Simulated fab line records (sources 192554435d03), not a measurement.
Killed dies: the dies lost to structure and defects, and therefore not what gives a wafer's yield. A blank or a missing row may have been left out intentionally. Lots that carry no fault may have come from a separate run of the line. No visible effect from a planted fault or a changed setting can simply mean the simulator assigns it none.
Chamber matching / flow n5 finfet / N5_BEOL_M10_ALD_74 on ald metal-02 has 3 sister chambers
The step deposits TaN, target thk 2 nm, pulse time 2 s, purge time 3 s. 3 wafers are shown with their chamber, then 4 later ones without.

== WAFERS PAIRED WITH THEIR CHAMBERS ==
wafer=L088.1; chamber=3; heater power w (W)=429
wafer=L089.2; chamber=2; heater power w (W)=464
wafer=L089.4; chamber=0; heater power w (W)=470

== WAFERS WITHOUT THEIR CHAMBER ==
wafer=L089.5; heater power w (W)=485
wafer=L094.2; heater power w (W)=454
wafer=L094.3; heater power w (W)=479
wafer=L097.2; heater power w (W)=473

== THE CHAMBER EACH PASSED THROUGH ==
wafer=L089.5; from the rows above=can't be placed: 0 or 2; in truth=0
wafer=L094.2; from the rows above=can't be placed: 2 or 0 or 3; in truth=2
wafer=L094.3; from the rows above=can't be placed: 0 or 2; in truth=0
wafer=L097.2; from the rows above=can't be placed: 0 or 2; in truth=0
Placed correctly: 0 of 4. Not placeable from these rows: 4 (in 4, the candidates include the true chamber). Wrongly placed: 0.
How it was worked out, from the rows above alone: a wafer's distance from a chamber is the root of the sum, over the readings, of the square of ((its reading less the chamber's mean) divided by the reading's scatter). If the next closest chamber is less than 2 further off than the closest, the wafer can't be placed; otherwise it belongs to the closest. The mean given for a chamber averages the wafers shown for that chamber. The scatter: with one shown wafer a chamber, the root of the mean of the squares of how far each hidden wafer lies from its nearest shown one.
